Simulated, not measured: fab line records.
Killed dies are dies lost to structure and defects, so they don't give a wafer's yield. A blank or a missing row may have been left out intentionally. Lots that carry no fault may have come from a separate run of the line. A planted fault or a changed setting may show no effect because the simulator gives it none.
Matching of chambers | flow n5 finfet | N5_DUMMY_GATE_STRIP_48 on rie diel-06: 4 sister chambers
The step strips in N2/H2, time 20 s. 18 wafers are shown with their chamber, then 9 later ones without.

== EACH WAFER AND ITS CHAMBER ==
wafer  | chamber | showerhead plenum p Torr (Torr) | drypump motor current A (A) | throttle valve pct (%)
L079.1 | 3       | 3.12                            | 5.9                         | 11.78
L079.2 | 0       | 3.46                            | 5.6                         | 12.35
L079.6 | 3       | 3.12                            | 5.9                         | 11.78
L082.1 | 3       | 3.12                            | 5.9                         | 11.77
L082.2 | 1       | 3.33                            | 4.7                         | 12.26
L082.6 | 3       | 3.12                            | 5.9                         | 11.80
L083.1 | 1       | 3.33                            | 4.7                         | 12.27
L083.2 | 2       | 3.56                            | 5.4                         | 12.00
L083.5 | 1       | 3.33                            | 4.7                         | 12.26
L085.1 | 1       | 3.32                            | 4.7                         | 12.29
L085.3 | 3       | 3.12                            | 5.9                         | 11.81
L085.5 | 2       | 3.56                            | 5.4                         | 12.03
L086.1 | 3       | 3.12                            | 5.9                         | 11.80
L086.4 | 3       | 3.12                            | 5.9                         | 11.82
L086.5 | 2       | 3.55                            | 5.4                         | 12.02
L088.1 | 0       | 3.46                            | 5.7                         | 11.76
L088.3 | 3       | 3.11                            | 5.9                         | 11.84
L088.6 | 1       | 3.32                            | 4.7                         | 12.31

SIGNATURES, as means of the wafers listed above
reading                  | chamber 0 | chamber 1 | chamber 2 | chamber 3 | scatter within a chamber
showerhead plenum p Torr | 3.4600    | 3.3260    | 3.5567    | 3.1187    | 0.00443
drypump motor current A  | 5.650     | 4.700     | 5.400     | 5.900     | 0.0189
throttle valve pct       | 12.0550   | 12.2780   | 12.0167   | 11.8000   | 0.113
Rule: a wafer's distance from a chamber is the root of the sum, over the readings, of the square of ((its reading less the chamber's mean) divided by the reading's scatter). The wafer belongs to the nearest chamber; if the next one is less than 2 further off, it can't be placed. How the scatter is found: for the shown wafers, subtract from each reading the mean of its chamber, square and add these, divide the total by (wafers less chambers), then take the root.

== WAFERS WITH NO CHAMBER GIVEN ==
wafer  | showerhead plenum p Torr (Torr) | drypump motor current A (A) | throttle valve pct (%)
L090.4 | 3.11                            | 5.9                         | 11.85
L090.5 | 3.32                            | 4.7                         | 12.33
L090.6 | 3.55                            | 5.4                         | 12.05
L092.2 | 3.45                            | 5.7                         | 11.76
L092.4 | 3.32                            | 4.7                         | 12.33
L092.5 | 3.45                            | 5.6                         | 11.77
L094.2 | 3.31                            | 4.7                         | 12.34
L094.4 | 3.11                            | 5.9                         | 11.86
L094.6 | 3.45                            | 5.7                         | 11.79

== THE CHAMBER EACH PASSED THROUGH ==
wafer  | from the rows above | in truth
L090.4 | 3                   | 3
L090.5 | 1                   | 1
L090.6 | 2                   | 2
L092.2 | 0                   | 0
L092.4 | 1                   | 1
L092.5 | 0                   | 0
L094.2 | 1                   | 1
L094.4 | 3                   | 3
L094.6 | 0                   | 0
Placed correctly: 9 of 9. Left unplaced by these rows: 0. Placed wrongly: 0.
